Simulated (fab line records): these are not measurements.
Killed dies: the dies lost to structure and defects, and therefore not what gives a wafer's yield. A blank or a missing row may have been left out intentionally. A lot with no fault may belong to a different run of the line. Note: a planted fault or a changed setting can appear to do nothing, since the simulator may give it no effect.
fab line records -- flow nand_harc
record lots=6, wafers=18, last_day=33
route steps=1302 shown A_M0@1157 A_M1@1169 END@1302
lots with no fault: from the same line, run without faults
start_h: the number of hours between the record's first day and the start of the first shown wafer of the lot -- wait_h: how many hours have passed since the lot's step before this one -- " same as the row above -- L1.1+2: a row that stands for several wafers -- - value missing, or start not given -- * or withheld: withheld -- < > ~ a bound
route shown NAME@n: a module of which the file shows steps, and the number in the route of the first -- usual: mean and standard deviation over wafers with no fault -- same: alike in all rows -- chamber/n: place in a boat -- sites: each site's reading -- _std_site: the standard deviation of these -- _edge_site: mean of outer sites minus mean of inner sites -- radius_mm: how far each site lies from the wafer's centre -- mask NAME#n: copy n -- behind: the last tool/chamber to shape the wafer -- hold: what put the lot on hold/how long, in hours/how the hold closed -- device: which transistor (n, p or np) failed to switch -- end of line: tests of these same wafers at the route's end -- for a step that has no rows: nothing shown but its recipe -- killed: dies that structure and defects cost at the first sort, which is not the same as the wafer's yield -- map: dies across one wafer; x = killed, . = not, _ = none there
set.NAME: the setting as run; set.NAME@STEP: as run at that earlier step -- model.NAME: the simulator's own value behind a step, which no gauge read
a table for each step, a row for each wafer; lots at some steps of the route
services: a tool's chamber out of use, with start hour (start_h, from the record's first day; less than 0 if before it), hours out, and reason
## steps
# step NHARC_A_M0_PRE_CLEAN_29
# recipe time_s=30, temp_c=280, gas=H2/He
# usual heater_power_w=414/33
lot.wafer,tool,chamber,start_h,wait_h,heater_power_w
L829.4,pvd_sputter-02,-,-,-,445
L829.2,pvd_sputter-02,-,-,-,441
L829.5,pvd_sputter-02,-,-,-,453
L831.2,pvd_sputter-01,-,-,-,363
L831.1,pvd_sputter-01,-,-,-,363
L831.5,pvd_sputter-01,-,-,-,422
L834.1,pvd_sputter-02,-,-,-,377
L834.3,pvd_sputter-02,-,-,-,438
L834.4,pvd_sputter-02,-,-,-,439
L838.1,pvd_sputter-02,-,-,-,411
L838.4,pvd_sputter-02,-,-,-,378
L838.6,pvd_sputter-02,-,-,-,384
L835.3,pvd_sputter-03,-,-,-,442
L835.2,pvd_sputter-03,-,-,-,440
L835.1,pvd_sputter-03,-,-,-,391
L844.4,pvd_sputter-01,-,-,-,377
L844.1,pvd_sputter-01,-,-,-,296
L844.6,pvd_sputter-01,-,-,-,427
# step NHARC_A_M0_PVD_20
# recipe target_thk_a=50, bias_v=168.6, power_w=15000, chamber_pressure_pa=0.12, time_s=8.06, substrate_temp_c=50, material=TaN
# usual throttle_valve_pct=29.8/1.4
lot.wafer,tool,chamber,start_h,wait_h,throttle_valve_pct
L829.2,pvd_sputter-02,-,-,-,30.5
L829.4,pvd_sputter-02,-,-,-,27.5
L829.5,pvd_sputter-02,-,-,-,30.3
L831.1,pvd_sputter-01,-,-,-,31.0
L831.2,pvd_sputter-01,-,-,-,29.8
L831.5,pvd_sputter-01,-,-,-,30.0
L834.4,pvd_sputter-02,-,-,-,28.4
L834.1,pvd_sputter-02,-,-,-,27.5
L834.3,pvd_sputter-02,-,-,-,29.9
L838.1,pvd_sputter-02,-,-,-,30.3
L838.4,pvd_sputter-02,-,-,-,27.6
L838.6,pvd_sputter-02,-,-,-,30.5
L835.2,pvd_sputter-03,-,-,-,30.8
L835.1,pvd_sputter-03,-,-,-,28.9
L835.3,pvd_sputter-03,-,-,-,30.8
L844.4,pvd_sputter-01,-,-,-,28.9
L844.1,pvd_sputter-01,-,-,-,29.5
L844.6,pvd_sputter-01,-,-,-,29.2
# step NHARC_A_M0_PVD_21
# recipe target_thk_a=300, chamber_pressure_pa=5, power_w=5000, substrate_temp_c=30, time_s=20.49, material=Cu
# usual throttle_valve_pct=29.8/1.3
lot.wafer,tool,chamber,start_h,wait_h,throttle_valve_pct
L829.4,pvd_sputter-02,-,-,-,30.6
L829.2,pvd_sputter-02,-,-,-,28.0
L829.5,pvd_sputter-02,-,-,-,27.3
L831.1,pvd_sputter-01,-,-,-,30.0
L831.2,pvd_sputter-01,-,-,-,29.3
L831.5,pvd_sputter-01,-,-,-,30.0
L834.1,pvd_sputter-02,-,-,-,30.4
L834.4,pvd_sputter-02,-,-,-,28.6
L834.3,pvd_sputter-02,-,-,-,27.4
L838.1,pvd_sputter-02,-,-,-,30.4
L838.4,pvd_sputter-02,-,-,-,27.2
L838.6,pvd_sputter-02,-,-,-,30.4
L835.1,pvd_sputter-03,-,-,-,30.6
L835.3,pvd_sputter-03,-,-,-,30.4
L835.2,pvd_sputter-03,-,-,-,31.9
L844.1,pvd_sputter-01,-,-,-,31.4
L844.4,pvd_sputter-01,-,-,-,30.4
L844.6,pvd_sputter-01,-,-,-,29.8
# step NHARC_A_M0_ECD_22
# recipe target_thk_a=4000, bath_temp_c=25, material=Cu
# step NHARC_A_M0_ANNEAL_30
# recipe temp_c=225, time_s=90
# step NHARC_A_M0_CMP_23
# recipe t_overpolish_s=20, target_thk_nm=113.75
# usual edge_zone_pressure_frac=1.000/0.0049, motor_current_A=12.1/1.4, time_to_endpoint_s=28.0/2.1
lot.wafer,tool,chamber,start_h,wait_h,edge_zone_pressure_frac,motor_current_A,time_to_endpoint_s
L829.2,cmp-01,2,600.34,-,1.003,12.5,25.1
L829.4,cmp-01,3,600.34,-,0.996,12.1,25.4
L829.5,cmp-01,2,600.34,-,1.005,12.6,26.9
L831.2,cmp-02,0,639.87,-,1.007,9.1,29.3
L831.1,cmp-02,3,639.87,-,1.001,12.3,29.1
L831.5,cmp-02,1,639.87,-,1.002,11.8,25.7
L834.4,cmp-01,2,661.12,-,1.001,13.0,27.7
L834.1,cmp-01,3,661.12,-,0.998,12.2,25.5
L834.3,cmp-01,0,661.12,-,1.002,12.9,26.3
L838.1,cmp-01,2,669.09,-,0.991,12.5,30.3
L838.4,cmp-01,0,669.09,-,0.997,13.2,25.2
L838.6,cmp-01,1,669.09,-,0.996,12.1,24.7
L835.2,cmp-03,3,671.54,-,1.000,15.2,28.5
L835.1,cmp-03,0,671.54,-,1.000,12.2,28.8
L835.3,cmp-03,2,671.54,-,1.003,11.3,29.6
L844.1,cmp-02,2,743.09,-,1.001,12.7,28.6
L844.4,cmp-02,3,743.09,-,1.001,12.9,33.4
L844.6,cmp-02,0,743.09,-,1.008,8.9,31.9
# step NHARC_A_M0_THK_MEAS_24
# recipe thk_meas_gauge=xrf
# usual thk_nm=113.2/1.4
lot.wafer,tool,chamber,start_h,wait_h,thk_nm
L829.2,film_metro-02,-,600.66,-,115.5
L829.4,film_metro-02,-,600.66,-,115.9
L829.5,film_metro-02,-,600.66,-,113.0
L831.1,film_metro-02,-,640.19,-,112.1
L831.2,film_metro-02,-,640.19,-,113.7
L831.5,film_metro-02,-,640.19,-,111.5
L834.1,film_metro-02,-,661.42,-,114.0
L834.3,film_metro-02,-,661.42,-,113.1
L834.4,film_metro-02,-,661.42,-,112.4
L838.1,film_metro-01,-,669.38,-,112.2
L838.4,film_metro-01,-,669.38,-,112.7
L838.6,film_metro-01,-,669.38,-,112.4
L835.1,film_metro-01,-,671.85,-,111.4
L835.2,film_metro-01,-,671.85,-,111.6
L835.3,film_metro-01,-,671.85,-,111.7
L844.1,film_metro-02,-,743.35,-,111.6
L844.4,film_metro-02,-,743.35,-,117.4
L844.6,film_metro-02,-,743.35,-,115.0
# step NHARC_A_M0_SRD_25
# step NHARC_A_M0_INSPECT_27
# usual raw_defect_count=539/130
lot.wafer,tool,chamber,start_h,wait_h,raw_defect_count
L829.2,defect_inspect-01,-,600.82,0.0,727
L829.4,defect_inspect-01,-,600.82,0.0,623
L829.5,defect_inspect-01,-,600.82,0.0,577
L831.1,defect_inspect-01,-,640.34,0.0,537
L831.2,defect_inspect-01,-,640.34,0.0,480
L831.5,defect_inspect-01,-,640.34,0.0,585
L834.1,defect_inspect-01,-,661.57,0.0,655
L834.3,defect_inspect-01,-,661.57,0.0,578
L834.4,defect_inspect-01,-,661.57,0.0,596
L838.1,defect_inspect-01,-,669.53,0.0,727
L838.4,defect_inspect-01,-,669.53,0.0,581
L838.6,defect_inspect-01,-,669.53,0.0,760
L835.1,defect_inspect-02,-,672.01,0.0,799
L835.2,defect_inspect-02,-,672.01,0.0,822
L835.3,defect_inspect-02,-,672.01,0.0,644
L844.1,defect_inspect-01,-,743.51,0.0,487
L844.4,defect_inspect-01,-,743.51,0.0,483
L844.6,defect_inspect-01,-,743.51,0.0,487
# step NHARC_A_M0_PRE_CLEAN_31
# recipe time_s=12, temp_c=370, rf_power_w=300, gas=NH3
# step NHARC_A_M0_DEP_32
# recipe target_thk_a=300, temp_c=370, target_thk_nm=30, pressure_torr=3, flow_sccm=200, rf_w=450, material=SiCN
# usual chamber_pressure_Torr=3.000/0.0069, heater_power_outer_w=331/73, heater_power_w=592/110
lot.wafer,tool,chamber,start_h,wait_h,chamber_pressure_Torr,heater_power_outer_w,heater_power_w,since_wet_clean_h
L829.2,pecvd-03,0,600.96,0.1,3.012,428,686,41
L829.4,pecvd-03,0,600.96,0.1,3.006,423,682,-
L829.5,pecvd-03,2,600.96,0.1,2.998,385,684,-
L831.1,pecvd-03,2,640.49,0.1,3.002,383,684,81
L831.2,pecvd-03,0,640.49,0.1,3.002,395,640,81
L831.5,pecvd-03,1,640.49,0.1,3.007,304,517,-
L834.3,pecvd-03,2,661.72,0.1,2.986,362,650,102
L834.1,pecvd-03,1,661.72,0.1,2.995,318,539,102
L834.4,pecvd-03,2,661.72,0.1,2.991,371,655,-
L838.1,pecvd-01,2,669.72,0.1,2.986,332,568,165
L838.4,pecvd-01,2,669.72,0.1,2.997,329,552,-
L838.6,pecvd-01,0,669.72,0.1,3.017,359,686,-
L835.2,pecvd-03,1,672.16,0.1,3.000,320,539,112
L835.1,pecvd-03,2,672.16,0.1,3.000,387,690,112
L835.3,pecvd-03,0,672.16,0.1,3.013,441,700,112
L844.1,pecvd-01,0,743.76,0.1,3.010,432,771,58
L844.4,pecvd-01,0,743.76,0.1,3.005,425,787,-
L844.6,pecvd-01,2,743.76,0.1,2.990,308,537,-
# step NHARC_A_M1_DEP_00
# recipe target_thk_a=1825, target_thk_nm=182.5, temp_c=withheld, pressure_torr=5, flow_sccm=200, rf_w=600, material=SiOC
# usual chamber_pressure_Torr=4.999/0.01, rf_fwd_power_W=598.4/1.9
lot.wafer,tool,chamber,start_h,wait_h,chamber_pressure_Torr,rf_fwd_power_W,since_wet_clean_h
L829.2,pecvd-04,2,601.43,-,4.991,598.9,138
L829.4,pecvd-04,2,601.43,-,5.020,598.0,-
L829.5,pecvd-04,0,601.43,-,5.024,599.2,-
L831.1,pecvd-01,2,640.91,-,4.985,599.1,136
L831.2,pecvd-01,1,640.91,-,5.001,598.9,136
L831.5,pecvd-01,2,640.91,-,4.984,598.8,-
L834.1,pecvd-04,2,662.13,-,-,-,-
L834.3,pecvd-04,0,662.13,-,-,-,-
L834.4,pecvd-04,2,662.13,-,-,-,-
L838.1,pecvd-04,0,670.36,0.6,-,-,-
L838.6,pecvd-04,1,670.36,0.6,-,-,-
L838.4,pecvd-04,0,670.36,0.6,-,-,-
L835.2,pecvd-01,2,672.57,-,5.019,599.6,167
L835.1,pecvd-01,0,672.57,-,4.995,597.7,167
L835.3,pecvd-01,2,672.57,-,5.011,598.5,-
L844.1,pecvd-03,1,744.28,0.5,4.998,596.3,3
L844.4,pecvd-03,0,744.28,0.5,4.996,599.5,-
L844.6,pecvd-03,2,744.28,0.5,4.974,599.1,-
# step NHARC_A_M1_DEHYDRATE_01
# recipe temp_c=150, time_s=120
# step NHARC_END_SORT_01
# recipe temp_c=25
# usual defect_limited_yield=91.6/2.6, killed_at_array=51/17, killed_at_other=1.6/2.1, killed_at_periphery=4/3.2, killed_dies=57/18, killed_open=2.9/1.7, killed_short=2.3/1.3, sort_bin_2_pct=3.0/1.2, sort_bin_3_pct=0.7/0.43, sort_bin_4_pct=4.7/1.4, sort_n_pass=620/18, sort_rim_yield_pct=87/4.8, sort_yield_pct=91.6/2.6
# same gross_dies=677, sort_bin_5_pct[%]=0, sort_bin_6_pct[%]=0, sort_bin_7_pct[%]=0, sort_bin_8_pct[%]=0, sort_rim_n_gross=106.00
lot.wafer,tool,chamber,start_h,wait_h,defect_limited_yield[%],killed_at_array,killed_at_other,killed_at_periphery,killed_dies,killed_open,killed_short,sort_bin_2_pct[%],sort_bin_3_pct[%],sort_bin_4_pct[%],sort_n_pass,sort_rim_yield_pct[%],sort_yield_pct[%]
L834.1,prober-02,0,697.58,2.5,0,668,0,9,677,1,3,92.6,0.9,6.5,0,0,0
L834.3,prober-02,0,699.21,3.1,0,666,0,11,677,2,4,93.4,1.0,5.6,0,0,0
L834.4,prober-02,0,700.02,3.4,0,666,0,11,677,2,1,91.3,1.0,7.7,0,0,0
L838.1,prober-02,0,705.94,2.5,0,675,0,2,677,3,2,94.2,0.6,5.2,0,0,0
L838.4,prober-02,0,708.34,3.4,0,672,0,5,677,2,4,96.0,0.4,3.5,0,0,0
L838.6,prober-02,0,709.94,4.0,0,677,0,0,677,2,3,96.9,0.6,2.5,0,0,0
# killed by level:class
L834.1 A_M1:area_dep=596 A_CHANNEL_HOLE_D1:chamber_film_flake=27 A_SLIT:chamber_film_flake=17 A_CHANNEL_HOLE_D2:chamber_film_flake=12 A_CONTACT:chamber_film_flake=8 P_GATE:chamber_film_flake=4 A_M0:chamber_film_flake=3 P_M0:chamber_film_flake=2
L834.3 A_M1:area_dep=598 A_CHANNEL_HOLE_D1:chamber_film_flake=21 A_SLIT:chamber_film_flake=21 A_CHANNEL_HOLE_D2:chamber_film_flake=9 A_CONTACT:chamber_film_flake=5 P_STI:chamber_film_flake=4 A_CHANNEL_FILL_D2:geometric_particle:short=3 P_GATE:chamber_film_flake=3
L834.4 A_M1:area_dep=589 A_CHANNEL_HOLE_D1:chamber_film_flake=27 A_SLIT:chamber_film_flake=19 A_CHANNEL_HOLE_D2:chamber_film_flake=13 A_CONTACT:chamber_film_flake=9 P_GATE:chamber_film_flake=4 P_M0:chamber_film_flake=3 P_ZERO_WELL:chamber_film_flake=2
L838.1 A_M1:area_dep=621 A_SLIT:chamber_film_flake=24 A_CHANNEL_HOLE_D2:chamber_film_flake=15 A_CHANNEL_FILL_D1:chamber_film_flake=6 A_CONTACT:chamber_film_flake=3 A_M0:geometric_particle:open=2 P_GATE:chamber_film_flake=2 A_ONON_D1:geometric_particle:short=1
L838.4 A_M1:area_dep=628 A_SLIT:chamber_film_flake=19 A_CHANNEL_HOLE_D1:chamber_film_flake=8 A_CHANNEL_HOLE_D2:chamber_film_flake=7 P_GATE:chamber_film_flake=4 A_CHANNEL_FILL_D1:geometric_particle:short=2 A_CHANNEL_FILL_D1:chamber_film_flake=2 P_CONTACT:geometric_particle:short=1
L838.6 A_M1:area_dep=632 A_SLIT:chamber_film_flake=19 A_CHANNEL_HOLE_D2:chamber_film_flake=8 A_CHANNEL_HOLE_D1:chamber_film_flake=4 A_CHANNEL_FILL_D1:chamber_film_flake=3 A_CHANNEL_FILL_D2:chamber_film_flake=3 A_STAIRCASE:chamber_film_flake=2 A_ONON_D1:geometric_particle:open=1
# map L834.1 (x killed, . not)
____________x____________
_________xxxxxxx_________
_______xxxxxxxxxxx_______
______xxxxxxxxxxxxx______
_____xxxxxxxxxxxxxxx_____
____xxxxxxxxxxxxxxxxx____
____xxxxxxxxxxxxxxxxx____
___xxxxxxxxxxxxxxxxxxx___
___xxxxxxxxxxxxxxxxxxx___
__xxxxxxxxxxxxxxxxxxxxx__
__xxxxxxxxxxxxxxxxxxxxx__
_xxxxxxxxxxxxxxxxxxxxxxx_
_xxxxxxxxxxxxxxxxxxxxxxx_
_xxxxxxxxxxxxxxxxxxxxxxx_
_xxxxxxxxxxxxxxxxxxxxxxx_
_xxxxxxxxxxxxxxxxxxxxxxx_
xxxxxxxxxxxxxxxxxxxxxxxxx
xxxxxxxxxxxxxxxxxxxxxxxxx
xxxxxxxxxxxxxxxxxxxxxxxxx
xxxxxxxxxxxxxxxxxxxxxxxxx
xxxxxxxxxxxxxxxxxxxxxxxxx
_xxxxxxxxxxxxxxxxxxxxxxx_
_xxxxxxxxxxxxxxxxxxxxxxx_
_xxxxxxxxxxxxxxxxxxxxxxx_
_xxxxxxxxxxxxxxxxxxxxxxx_
_xxxxxxxxxxxxxxxxxxxxxxx_
__xxxxxxxxxxxxxxxxxxxxx__
__xxxxxxxxxxxxxxxxxxxxx__
___xxxxxxxxxxxxxxxxxxx___
___xxxxxxxxxxxxxxxxxxx___
____xxxxxxxxxxxxxxxxx____
____xxxxxxxxxxxxxxxxx____
_____xxxxxxxxxxxxxxx_____
______xxxxxxxxxxxxx______
_______xxxxxxxxxxx_______
_________xxxxxxx_________
____________x____________
# map L838.1 (x killed, . not)
____________x____________
_________xxxxxxx_________
_______xxxxxxxxxxx_______
______xxxxxxxxxxxxx______
_____xxxxxxxxxxxxxxx_____
____xxxxxxxxxxxxxxxxx____
____xxxxxxxxxxxxxxxxx____
___xxxxxxxxxxxxxxxxxxx___
___xxxxxxxxxxxxxxxxxxx___
__xxxxxxxxxxxxxxxxxxxxx__
__xxxxxxxxxxxxxxxxxxxxx__
_xxxxxxxxxxxxxxxxxxxxxxx_
_xxxxxxxxxxxxxxxxxxxxxxx_
_xxxxxxxxxxxxxxxxxxxxxxx_
_xxxxxxxxxxxxxxxxxxxxxxx_
_xxxxxxxxxxxxxxxxxxxxxxx_
xxxxxxxxxxxxxxxxxxxxxxxxx
xxxxxxxxxxxxxxxxxxxxxxxxx
xxxxxxxxxxxxxxxxxxxxxxxxx
xxxxxxxxxxxxxxxxxxxxxxxxx
xxxxxxxxxxxxxxxxxxxxxxxxx
_xxxxxxxxxxxxxxxxxxxxxxx_
_xxxxxxxxxxxxxxxxxxxxxxx_
_xxxxxxxxxxxxxxxxxxxxxxx_
_xxxxxxxxxxxxxxxxxxxxxxx_
_xxxxxxxxxxxxxxxxxxxxxxx_
__xxxxxxxxxxxxxxxxxxxxx__
__xxxxxxxxxxxxxxxxxxxxx__
___xxxxxxxxxxxxxxxxxxx___
___xxxxxxxxxxxxxxxxxxx___
____xxxxxxxxxxxxxxxxx____
____xxxxxxxxxxxxxxxxx____
_____xxxxxxxxxxxxxxx_____
______xxxxxxxxxxxxx______
_______xxxxxxxxxxx_______
_________xxxxxxx_________
____________x____________
## services
tool,chamber,start_h,hours,kind
pvd_sputter-01,-,583.27,10.0,pm
cmp-01,-,584.13,4.0,pm
cmp-03,-,587.79,74.2,repair
pecvd-01,-,591.97,1.1,repair
cmp-02,-,624.50,4.0,pm
pecvd-04,-,631.45,13.0,pm
pvd_sputter-02,-,638.00,10.0,pm
pecvd-01,1,655.89,113.5,repair
cmp-03,-,661.99,4.0,pm
pecvd-03,2,662.96,-,calibration
pecvd-01,-,673.26,13.0,pm
cmp-03,-,678.67,0.3,repair
cmp-01,-,682.13,4.0,pm
cmp-02,-,689.92,1.0,repair
pecvd-03,1,708.17,8.9,repair
pvd_sputter-03,-,711.59,10.0,pm
pecvd-04,-,711.98,4.5,repair
cmp-02,-,722.50,4.0,pm
pecvd-03,-,724.76,0.4,repair
pecvd-03,-,728.00,13.0,pm
pecvd-03,0,728.00,13.0,vent_cycle
pecvd-03,1,728.00,13.0,vent_cycle
pecvd-03,2,728.00,13.0,vent_cycle
pecvd-03,0,741.00,-,clean
## key
first_sign step=NHARC_A_M1_DEP_00, reading=tool_record, direction=missing
effect step=NHARC_END_SORT_01, reading=sort_bin_2_pct, direction=up, sigmas=74, usual=3.0, struck=94.1
more_kills_born_at NHARC_A_M1_DEP_00@pecvd-04=3664
met_at NHARC_A_M1_DEP_00
struck_wafers L834.1,L834.3,L834.4,L838.1,L838.4,L838.6
later_rows_left_out L834.1,L834.3,L834.4,L838.1,L838.4,L838.6
onset_between 601.43 662.13
fault kind=skipped_step_whole, tool=pecvd-04, chamber=-, onset_h=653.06, steps=NHARC_A_M1_DEP_00, scope=struck_lots_only
# later_rows_left_out: the simulator's readings of these wafers behind a module that went badly wrong aren't trusted and aren't shown, but for the sort
